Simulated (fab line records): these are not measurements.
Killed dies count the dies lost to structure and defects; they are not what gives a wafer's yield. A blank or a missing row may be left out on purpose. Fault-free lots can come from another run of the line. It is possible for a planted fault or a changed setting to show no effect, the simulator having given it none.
Which tool did it? | flow nand harc | 42 wafers from 14 lots sampled at 4 of the route's 1302 steps

== WHAT EACH GAUGE READ, for each wafer ==
Not one reading of a measure or inspect step in the record can be checked against a usual standard deviation.

== WHAT TOOL EACH LOT RAN ON (gives the tool, then ch and the chambers of the sampled wafers, and finally the start) ==
lot  | NHARC_A_CONTACT_ETCH_126             | NHARC_A_CONTACT_ETCH_128             | NHARC_A_CONTACT_ETCH_129             | NHARC_A_CONTACT_ETCH_131
L657 | har cap etch-01 ch 0,1, day 23 07:30 | har cap etch-01 ch 0,1, day 23 07:51 | har cap etch-01 ch 0,1, day 23 08:02 | har cap etch-01 ch 0,1, day 23 08:23
L656 | har cap etch-03 ch 0,1, day 23 07:47 | har cap etch-03 ch 0,1, day 23 08:08 | har cap etch-03 ch 0,1, day 23 08:19 | har cap etch-03 ch 0,1, day 23 08:40
L658 | har cap etch-01 ch 0,1, day 23 18:08 | har cap etch-01 ch 0,1, day 23 18:29 | har cap etch-01 ch 0,1, day 23 18:40 | har cap etch-01 ch 0,1, day 23 19:01
L660 | har cap etch-01 ch 0,1, day 23 22:37 | har cap etch-01 ch 0,1, day 23 22:58 | har cap etch-01 ch 0,1, day 23 23:09 | har cap etch-01 ch 0,1, day 23 23:31
L664 | har cap etch-02 ch 0,1, day 25 12:39 | har cap etch-02 ch 0,1, day 25 13:00 | har cap etch-02 ch 0,1, day 25 13:10 | har cap etch-02 ch 0,1, day 25 13:31
L661 | har cap etch-02 ch 0,1, day 25 21:05 | har cap etch-02 ch 0,1, day 25 21:26 | har cap etch-02 ch 0,1, day 25 21:37 | har cap etch-02 ch 0,1, day 25 21:58
L662 | har cap etch-01 ch 0,1, day 25 21:47 | har cap etch-01 ch 0,1, day 25 22:08 | har cap etch-01 ch 0,1, day 25 22:19 | har cap etch-01 ch 0,1, day 25 22:40
L663 | har cap etch-01 ch 0, day 26 04:14   | har cap etch-01 ch 0, day 26 04:35   | har cap etch-01 ch 0, day 26 04:46   | har cap etch-01 ch 0, day 26 05:07
L666 | har cap etch-01 ch 0,1, day 26 16:01 | har cap etch-01 ch 0,1, day 26 16:22 | har cap etch-01 ch 0,1, day 26 16:32 | har cap etch-01 ch 0,1, day 26 16:53
L665 | har cap etch-02 ch 0,1, day 27 00:01 | har cap etch-02 ch 0,1, day 27 00:22 | har cap etch-02 ch 0,1, day 27 00:33 | har cap etch-02 ch 0,1, day 27 00:54
L674 | har cap etch-03 ch 0,1, day 30 18:41 | har cap etch-03 ch 0,1, day 30 19:02 | har cap etch-03 ch 0,1, day 30 19:13 | har cap etch-03 ch 0,1, day 30 19:34
L676 | har cap etch-02 ch 0,1, day 31 02:21 | har cap etch-02 ch 0,1, day 31 02:43 | har cap etch-02 ch 0,1, day 31 02:53 | har cap etch-02 ch 0,1, day 31 03:14
L675 | har cap etch-01 ch 0,1, day 31 11:52 | har cap etch-01 ch 0,1, day 31 12:14 | har cap etch-01 ch 0,1, day 31 12:24 | har cap etch-01 ch 0,1, day 31 12:45
L677 | har cap etch-03 ch 0,1, day 32 00:17 | har cap etch-03 ch 0,1, day 32 00:39 | har cap etch-03 ch 0,1, day 32 00:50 | har cap etch-03 ch 0,1, day 32 01:11
- NHARC_A_CONTACT_ETCH_126: etches the open film in C4F8/O2/Ar, time 197 s, target depth 1918 nm.
- NHARC_A_CONTACT_ETCH_128: etches the open film in C4F8/O2/Ar, time 197 s, target depth 1918 nm.
- NHARC_A_CONTACT_ETCH_129: etches the open film in C4F8/O2/Ar, time 197 s, target depth 1918 nm.
- NHARC_A_CONTACT_ETCH_131: etches the open film in C4F8/O2/Ar, time 197 s, target depth 1918 nm.

== AS READ BY THE TOOLS THEMSELVES (means over the sampled wafers that have a number; for cases with no such wafer, the mark the record gives instead) ==
NHARC_A_CONTACT_ETCH_126. Usual: chamber pressure mTorr 19.999 mTorr, standard deviation 0.021; oes air line au 1.000 a.u., standard deviation 0.02.
lot  | tool            | chamber pressure mTorr (mTorr) | oes air line au (a.u.) | flag
L657 | har cap etch-01 | 19.975                         | 1.001                  |
L656 | har cap etch-03 | 19.998                         | 1.011                  |
L658 | har cap etch-01 | 19.996                         | 0.969                  |
L660 | har cap etch-01 | 20.007                         | 1.021                  |
L664 | har cap etch-02 | 19.980                         | 0.997                  |
L661 | har cap etch-02 | 19.984                         | 1.006                  |
L662 | har cap etch-01 | 19.988                         | 0.994                  |
L663 | har cap etch-01 | 20.007                         | 0.985                  |
L666 | har cap etch-01 | -                              | -                      | OFF
L665 | har cap etch-02 | -                              | -                      | OFF
L674 | har cap etch-03 | 19.997                         | 1.013                  |
L676 | har cap etch-02 | 19.996                         | 1.006                  |
L675 | har cap etch-01 | 20.001                         | 1.006                  |
L677 | har cap etch-03 | 20.000                         | 1.008                  |

NHARC_A_CONTACT_ETCH_128. Usual: chamber pressure mTorr 20.000 mTorr, standard deviation 0.019; oes air line au 1.003 a.u., standard deviation 0.018.
lot  | tool            | chamber pressure mTorr (mTorr) | oes air line au (a.u.) | flag
L657 | har cap etch-01 | 19.992                         | 0.982                  |
L656 | har cap etch-03 | 20.009                         | 0.991                  |
L658 | har cap etch-01 | 20.002                         | 1.024                  |
L660 | har cap etch-01 | 20.004                         | 1.004                  |
L664 | har cap etch-02 | 20.009                         | 1.001                  |
L661 | har cap etch-02 | 19.985                         | 0.993                  |
L662 | har cap etch-01 | 20.005                         | 1.006                  |
L663 | har cap etch-01 | 20.003                         | 1.029                  |
L666 | har cap etch-01 | 20.019                         | 0.987                  |
L665 | har cap etch-02 | 19.992                         | 1.007                  |
L674 | har cap etch-03 | 19.997                         | 0.998                  |
L676 | har cap etch-02 | 19.986                         | 1.000                  |
L675 | har cap etch-01 | 20.003                         | 1.008                  |
L677 | har cap etch-03 | 20.002                         | 1.017                  |

NHARC_A_CONTACT_ETCH_129. Usual: chamber pressure mTorr 20.000 mTorr, standard deviation 0.018; oes air line au 1.003 a.u., standard deviation 0.021.
lot  | tool            | chamber pressure mTorr (mTorr) | oes air line au (a.u.) | flag
L657 | har cap etch-01 | 20.001                         | 1.008                  |
L656 | har cap etch-03 | 19.992                         | 1.005                  |
L658 | har cap etch-01 | 19.991                         | 0.998                  |
L660 | har cap etch-01 | 20.002                         | 1.020                  |
L664 | har cap etch-02 | 20.018                         | 1.002                  |
L661 | har cap etch-02 | 20.006                         | 1.000                  |
L662 | har cap etch-01 | 20.003                         | 0.986                  |
L663 | har cap etch-01 | 20.007                         | 0.984                  |
L666 | har cap etch-01 | 19.981                         | 1.016                  |
L665 | har cap etch-02 | 19.990                         | 1.012                  |
L674 | har cap etch-03 | 19.987                         | 0.992                  |
L676 | har cap etch-02 | 20.004                         | 1.010                  |
L675 | har cap etch-01 | 19.987                         | 1.022                  |
L677 | har cap etch-03 | 20.009                         | 1.009                  |

NHARC_A_CONTACT_ETCH_131. Usual: chamber pressure mTorr 19.998 mTorr, standard deviation 0.018; oes air line au 1.003 a.u., standard deviation 0.019.
lot  | tool            | chamber pressure mTorr (mTorr) | oes air line au (a.u.) | flag
L657 | har cap etch-01 | 19.999                         | 1.007                  |
L656 | har cap etch-03 | 20.012                         | 1.002                  |
L658 | har cap etch-01 | 19.990                         | 1.017                  |
L660 | har cap etch-01 | 20.007                         | 1.002                  |
L664 | har cap etch-02 | 19.988                         | 0.990                  |
L661 | har cap etch-02 | 19.999                         | 0.995                  |
L662 | har cap etch-01 | 19.972                         | 1.010                  |
L663 | har cap etch-01 | 20.025                         | 1.012                  |
L666 | har cap etch-01 | 19.984                         | 1.015                  |
L665 | har cap etch-02 | 20.024                         | 0.996                  |
L674 | har cap etch-03 | 20.001                         | 0.985                  |
L676 | har cap etch-02 | 19.981                         | 1.013                  |
L675 | har cap etch-01 | 19.990                         | 1.003                  |
L677 | har cap etch-03 | 19.998                         | 1.005                  |

== THE ANSWER, worked out from the rows above alone ==
Rule: a lot is off if the mean of its wafers that have a number lies more than 3 standard deviations from the usual mean. Also off: a lot with no number at a reading for which 4 or more lots have one. Any other lot the step has rows for is counted as sound. The gauges are gone through in route order, then the tools' own readings, and for those a lot's mean is taken as printed above. At the first step where some lot is off, the reading lying furthest off is the one used; lots without a number count as furthest.
Off, at NHARC_A_CONTACT_ETCH_126 on chamber pressure mTorr: L666, L665. Without a number there: L666, L665.
If a tool, at that step or one of the process steps before it, ran each lot that is off and ran no sound lot following the first of them, it fits. Of those tried, none fits.

== WHAT THE SIMULATOR HAD PUT IN ==
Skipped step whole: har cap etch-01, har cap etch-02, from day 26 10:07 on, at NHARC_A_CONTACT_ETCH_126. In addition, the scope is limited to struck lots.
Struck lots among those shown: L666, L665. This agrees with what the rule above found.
